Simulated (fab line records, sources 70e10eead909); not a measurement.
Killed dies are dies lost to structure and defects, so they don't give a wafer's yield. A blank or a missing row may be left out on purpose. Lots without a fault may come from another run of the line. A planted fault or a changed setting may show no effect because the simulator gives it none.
Chamber matching | flow nand_harc | NHARC_P_M0_DEP_32 on pecvd-02: 3 sister chambers
The step deposits SiCN, target thk 30 nm. 3 wafers are shown with their chamber, then 7 later ones without.

WAFERS WITH THEIR CHAMBER
wafer  | chamber | heater_power_w (W)
L089.6 | 0       | 632
L095.3 | 2       | 603
L095.5 | 1       | 652

WAFERS WITHOUT THEIR CHAMBER
wafer  | heater_power_w (W)
L095.6 | 595
L094.1 | 548
L094.3 | 619
L094.4 | 550
L097.1 | 629
L097.2 | 586
L097.5 | 589

WHICH CHAMBER EACH WENT THROUGH
wafer  | from the rows above          | in truth
L095.6 | can't be placed: 2 or 0 or 1 | 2
L094.1 | can't be placed: 2 or 0 or 1 | 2
L094.3 | can't be placed: 0 or 2 or 1 | 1
L094.4 | can't be placed: 2 or 0 or 1 | 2
L097.1 | can't be placed: 0 or 1 or 2 | 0
L097.2 | can't be placed: 2 or 0 or 1 | 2
L097.5 | can't be placed: 2 or 0 or 1 | 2
Placed correctly: 0 of 7. Can't be placed from these rows: 7 (the true chamber is among the candidates in 7). Placed wrongly: 0.
How it was worked out, from the rows above alone: a wafer's distance from a chamber is the root of the sum, over the readings, of the square of ((its reading less the chamber's mean) divided by the reading's scatter). The wafer belongs to the nearest chamber; if the next one is less than 2 further off, it can't be placed. A chamber's mean is the mean of its shown wafers. The scatter: with one shown wafer a chamber, the root of the mean of the squares of how far each hidden wafer lies from its nearest shown one.
